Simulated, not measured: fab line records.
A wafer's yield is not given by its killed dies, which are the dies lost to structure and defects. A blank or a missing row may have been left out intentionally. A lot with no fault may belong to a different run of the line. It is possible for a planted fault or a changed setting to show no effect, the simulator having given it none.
Chamber matching | flow nand harc | NHARC_P_ZERO_WELL_ETCH_65 on rie diel-03 has 4 sister chambers
The step etches the open film in N2/H2, target depth 80 nm, overetch 24 nm, time 87.88 s. 4 wafers are shown with their chamber, then 8 later ones without.

## EACH WAFER AND ITS CHAMBER
wafer  | chamber | drypump motor current A (A)
L078.5 | 3       | 6.1
L084.1 | 0       | 6.1
L084.6 | 2       | 6.8
L090.3 | 1       | 5.2

## WAFERS WITH NO CHAMBER GIVEN
wafer  | drypump motor current A (A)
L090.4 | 6.1
L090.5 | 5.2
L091.1 | 6.8
L091.2 | 5.2
L091.6 | 6.8
L093.1 | 6.9
L093.4 | 6.1
L093.5 | 6.9

## THE CHAMBER EACH PASSED THROUGH
wafer  | from the rows above     | in truth
L090.4 | can't be placed: 0 or 3 | 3
L090.5 | 1                       | 1
L091.1 | 2                       | 2
L091.2 | 1                       | 1
L091.6 | 2                       | 2
L093.1 | 2                       | 2
L093.4 | can't be placed: 0 or 3 | 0
L093.5 | 2                       | 2
6 of 8 placed correctly. Not placeable from these rows: 2 (in 2, the candidates include the true chamber). Wrongly placed: 0.
How it was worked out, from the rows above alone: a wafer's distance from a chamber is the root of the sum, over the readings, of the square of ((its reading less the chamber's mean) divided by the reading's scatter). The wafer belongs to the nearest chamber; if the next one is less than 2 further off, it can't be placed. For every chamber, the mean is computed from those of its wafers that are shown. The scatter: root of mean squared gap, hidden wafer to nearest shown wafer, with one shown wafer a chamber.
